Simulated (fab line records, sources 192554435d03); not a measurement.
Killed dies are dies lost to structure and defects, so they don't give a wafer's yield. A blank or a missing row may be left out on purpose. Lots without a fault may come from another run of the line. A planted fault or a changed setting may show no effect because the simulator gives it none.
Chamber matching | flow n5_finfet | N5_FIN_CUT_CUT_ETCH_27 on rie_diel-02: 4 sister chambers
The step etches SiO2 in CHF3/O2, target depth 4 nm, overetch 2 nm, time 4.9 s. 4 wafers are shown with their chamber, then 8 later ones without.

WAFERS WITH THEIR CHAMBER
wafer  | chamber | showerhead_plenum_p_Torr (Torr)
L089.3 | 2       | 2.51
L091.1 | 1       | 2.47
L091.3 | 3       | 2.34
L092.1 | 0       | 2.38

WAFERS WITHOUT THEIR CHAMBER
wafer  | showerhead_plenum_p_Torr (Torr)
L092.2 | 2.34
L092.6 | 2.34
L094.1 | 2.34
L094.2 | 2.51
L094.3 | 2.37
L095.4 | 2.51
L095.5 | 2.37
L095.6 | 2.47

WHICH CHAMBER EACH WENT THROUGH
wafer  | from the rows above | in truth
L092.2 | 3                   | 3
L092.6 | 3                   | 3
L094.1 | 3                   | 3
L094.2 | 2                   | 2
L094.3 | 0                   | 0
L095.4 | 2                   | 2
L095.5 | 0                   | 0
L095.6 | 1                   | 1
Placed correctly: 8 of 8. Can't be placed from these rows: 0. Placed wrongly: 0.
How it was worked out, from the rows above alone: a wafer's distance from a chamber is the root of the sum, over the readings, of the square of ((its reading less the chamber's mean) divided by the reading's scatter). The wafer belongs to the nearest chamber; if the next one is less than 2 further off, it can't be placed. A chamber's mean is the mean of its shown wafers. The scatter: with one shown wafer a chamber, the root of the mean of the squares of how far each hidden wafer lies from its nearest shown one.
